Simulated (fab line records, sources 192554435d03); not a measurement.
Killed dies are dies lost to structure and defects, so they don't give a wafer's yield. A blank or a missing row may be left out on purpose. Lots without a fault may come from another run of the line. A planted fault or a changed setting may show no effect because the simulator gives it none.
Chamber matching | flow n5_finfet | N5_FIN_SAQP_SPACER2_ETCHBACK_29 on rie_diel-02: 4 sister chambers
The step etches SiO2 in CHF3/O2, target depth 12.2 nm, time 6.1 s. 14 wafers are shown with their chamber, then 7 later ones without.

WAFERS WITH THEIR CHAMBER
wafer  | chamber | drypump_motor_current_A (A) | showerhead_plenum_p_Torr (Torr) | throttle_valve_pct (%)
L077.1 | 3       | 5.1                         | 2.40                            | 19.31
L077.3 | 1       | 5.5                         | 2.50                            | 19.05
L077.5 | 0       | 5.3                         | 2.37                            | 18.72
L081.1 | 3       | 5.1                         | 2.40                            | 19.31
L081.4 | 1       | 5.5                         | 2.50                            | 19.07
L081.6 | 0       | 5.2                         | 2.37                            | 18.73
L085.2 | 3       | 5.1                         | 2.39                            | 19.35
L085.4 | 2       | 6.5                         | 2.44                            | 19.00
L085.6 | 1       | 5.5                         | 2.49                            | 19.07
L088.2 | 1       | 5.5                         | 2.49                            | 19.08
L088.3 | 2       | 6.5                         | 2.44                            | 19.02
L088.5 | 0       | 5.2                         | 2.37                            | 18.35
L090.1 | 0       | 5.2                         | 2.36                            | 18.38
L090.3 | 3       | 5.1                         | 2.39                            | 19.34

SIGNATURES (means of the wafers above)
reading                  | chamber 0 | chamber 1 | chamber 2 | chamber 3 | scatter within a chamber
drypump_motor_current_A  | 5.225     | 5.500     | 6.500     | 5.100     | 0.0274
showerhead_plenum_p_Torr | 2.3675    | 2.4950    | 2.4400    | 2.3950    | 0.00524
throttle_valve_pct       | 18.5450   | 19.0675   | 19.0100   | 19.3275   | 0.115
Rule: a wafer's distance from a chamber is the root of the sum, over the readings, of the square of ((its reading less the chamber's mean) divided by the reading's scatter). The wafer belongs to the nearest chamber; if the next one is less than 2 further off, it can't be placed. The scatter: the root of (the sum of the squares of (reading less its chamber's mean) over the shown wafers, divided by (wafers less chambers)).

WAFERS WITHOUT THEIR CHAMBER
wafer  | drypump_motor_current_A (A) | showerhead_plenum_p_Torr (Torr) | throttle_valve_pct (%)
L090.6 | 5.5                         | 2.49                            | 19.10
L091.4 | 5.2                         | 2.36                            | 18.37
L091.5 | 5.5                         | 2.49                            | 19.11
L091.6 | 5.1                         | 2.39                            | 19.36
L095.1 | 6.5                         | 2.44                            | 19.03
L095.3 | 5.2                         | 2.36                            | 18.40
L095.4 | 5.5                         | 2.48                            | 19.11

WHICH CHAMBER EACH WENT THROUGH
wafer  | from the rows above | in truth
L090.6 | 1                   | 1
L091.4 | 0                   | 0
L091.5 | 1                   | 1
L091.6 | 3                   | 3
L095.1 | 2                   | 2
L095.3 | 0                   | 0
L095.4 | 1                   | 1
Placed correctly: 7 of 7. Can't be placed from these rows: 0. Placed wrongly: 0.
